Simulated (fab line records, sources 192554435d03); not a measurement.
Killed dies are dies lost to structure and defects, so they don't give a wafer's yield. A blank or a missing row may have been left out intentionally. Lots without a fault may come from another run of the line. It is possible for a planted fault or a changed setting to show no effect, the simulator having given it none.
Chamber matching	flow n5Finfet	4 sister chambers for N5_BEOL_M5_DESCUM_16 on rieDiel-02
The step chemistry O2, time 7 s. 4 wafers are shown with their chamber, then 7 later ones without.

== WAFERS WITH THEIR CHAMBER ==
wafer	chamber	showerheadPlenumPTorr (Torr)
L271.1	1	2.06
L280.5	0	2.07
L283.2	3	2.24
L283.4	2	1.99

== WAFERS MISSING THEIR CHAMBER ==
wafer	showerheadPlenumPTorr (Torr)
L283.5	1.99
L285.3	2.24
L285.4	2.05
L285.6	2.24
L286.1	2.05
L286.5	2.05
L286.6	1.99

== WHICH CHAMBER EACH WENT THROUGH ==
wafer	from the rows above	in truth
L283.5	2	2
L285.3	3	3
L285.4	can't be placed: 1 or 0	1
L285.6	3	3
L286.1	can't be placed: 1 or 0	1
L286.5	can't be placed: 1 or 0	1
L286.6	2	2
4 of 7 placed correctly. These rows do not allow placing 3 (true chamber among the candidates in 3). 0 placed wrongly.
How it was worked out, from the rows above alone: a wafer's distance from a chamber is the root of the sum, over the readings, of the square of ((its reading less the chamber's mean) divided by the reading's scatter). If the next closest chamber is less than 2 further off than the closest, the wafer can't be placed; otherwise it belongs to the closest. A chamber's mean is the mean of its shown wafers. The scatter: root of mean squared gap, hidden wafer to nearest shown wafer, with one shown wafer a chamber.
